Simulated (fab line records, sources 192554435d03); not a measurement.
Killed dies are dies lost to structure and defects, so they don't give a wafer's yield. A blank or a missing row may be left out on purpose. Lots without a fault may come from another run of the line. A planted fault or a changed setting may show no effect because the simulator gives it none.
Split-lot experiment | flow n5_finfet | 7 lots, 39 wafers read, on a route of 1938 steps

THE SPLIT
At N5_MOL_CONTACT_COAG_ETCH_110 (etches Si in CF4/O2, target depth 2.5 nm, time 8 s), the setting source_w was moved away from the recipe's 200 W on 9 of the 39 wafers read, by -8.5% to +16.9%. The other wafers ran this setting at the recipe's value.

The reading is taken at the split's own step.

THE READING
rf_vpp_V, in V, at N5_MOL_CONTACT_COAG_ETCH_110 (etches Si in CF4/O2, target depth 2.5 nm, time 8 s). Fault-free wafers of this fab line usually give 127 V, standard deviation 3.8 V.

wafer  | tool, chamber at the split | source_w as run, W | against the recipe | rf_vpp_V, V | against lot-mates on the recipe
L081.1 | rie_diel-01, 3             | 200                | recipe             | 130         | -
L081.2 | rie_diel-01, 2             | 200                | recipe             | 122         | -
L081.3 | rie_diel-01, 1             | 200                | recipe             | 121         | -
L081.4 | rie_diel-01, 0             | 200                | recipe             | 126         | -
L081.5 | rie_diel-01, 0             | 200                | recipe             | 126         | -
L081.6 | rie_diel-01, 1             | 200                | recipe             | 121         | -
L082.1 | rie_diel-03, 3             | 233.9              | +16.9%             | 122         | -9
L082.2 | rie_diel-03, 1             | 233.9              | +16.9%             | 116         | -15
L082.3 | rie_diel-03, 2             | 200                | recipe             | 130         | -
L082.4 | rie_diel-03, 0             | 233.9              | +16.9%             | 116         | -15
L082.5 | rie_diel-03, 3             | 200                | recipe             | 133         | -
L082.6 | rie_diel-03, 2             | 200                | recipe             | 131         | -
L083.1 | rie_diel-01, 2             | 200                | recipe             | 124         | -
L083.2 | rie_diel-01, 1             | 221.6              | +10.8%             | 114         | -13
L083.3 | rie_diel-01, 3             | 200                | recipe             | 129         | -
L083.4 | rie_diel-01, 3             | 200                | recipe             | 129         | -
L083.5 | rie_diel-01, 2             | 221.6              | +10.8%             | 116         | -11
L083.6 | rie_diel-01, 1             | 221.6              | +10.8%             | 115         | -12
L088.1 | rie_diel-01, 0             | 200                | recipe             | 126         | -
L088.2 | rie_diel-01, 3             | 200                | recipe             | 129         | -
L088.3 | rie_diel-01, 1             | 200                | recipe             | 124         | -
L088.4 | rie_diel-01, 0             | 200                | recipe             | 126         | -
L088.5 | rie_diel-01, 1             | 200                | recipe             | 121         | -
L088.6 | rie_diel-01, 3             | 200                | recipe             | 128         | -
L092.1 | rie_diel-01, 2             | 200                | recipe             | 127         | -
L092.2 | rie_diel-01, 3             | 200                | recipe             | 127         | -
L092.3 | rie_diel-01, 0             | 200                | recipe             | 127         | -
L092.4 | rie_diel-01, 1             | 200                | recipe             | 122         | -
L092.5 | rie_diel-01, 3             | 200                | recipe             | 129         | -
L092.6 | rie_diel-01, 0             | 200                | recipe             | 126         | -
L094.2 | rie_diel-03, 1             | 200                | recipe             | 130         | -
L094.4 | rie_diel-03, 2             | 200                | recipe             | 130         | -
L094.6 | rie_diel-03, 0             | 200                | recipe             | 126         | -
L095.1 | rie_diel-03, 2             | 200                | recipe             | 131         | -
L095.2 | rie_diel-03, 3             | 183.1              | -8.5%              | 140         | +10
L095.3 | rie_diel-03, 1             | 183.1              | -8.5%              | 137         | +7
L095.4 | rie_diel-03, 0             | 200                | recipe             | 127         | -
L095.5 | rie_diel-03, 2             | 183.1              | -8.5%              | 139         | +9
L095.6 | rie_diel-03, 3             | 200                | recipe             | 133         | -

THE FIT
A straight line over all 39 wafers: rf_vpp_V changes by -0.822 V for each +1% of source_w; r = -0.79; the points scatter about the line by 3.8 V.
The same after taking each lot's own level away (the mean of its wafers on the recipe; 39 wafers): -0.904 V for each +1%; r = -0.90; scatter 2.6 V.
On that fit, the largest move of source_w shifts the reading by 15 V.
The lots' own levels span 124.3 to 131.3 V, that is 1.8 times the standard deviation above.
So the lot-to-lot level blurs the effect unless lot-mates are compared.
Check: with one of the wafers moved furthest among these (+16.9%) left out of the fit, the line predicts -16.9 V for it against its lot-mates. It came out at -9.33 V against them.
Tool readings at the split's step, against how far the setting was moved: rf_vpp_V r = -0.79.

OTHER SPLITS ON THESE WAFERS
These wafers also went through other splits before the reading. Each is held against what the fit with the lots' levels taken away leaves over:
other split on the same wafers     | wafers away from the commonest value | r with rf_vpp_V (lot level and that fit taken away)
N5_SD_EPI_N_ETCH_16 target_depth_a | 15                                   | +0.04

THE FILE'S OWN FIT
rf_vpp_V changes by -0.914 V for each +1% of source_w, r = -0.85.
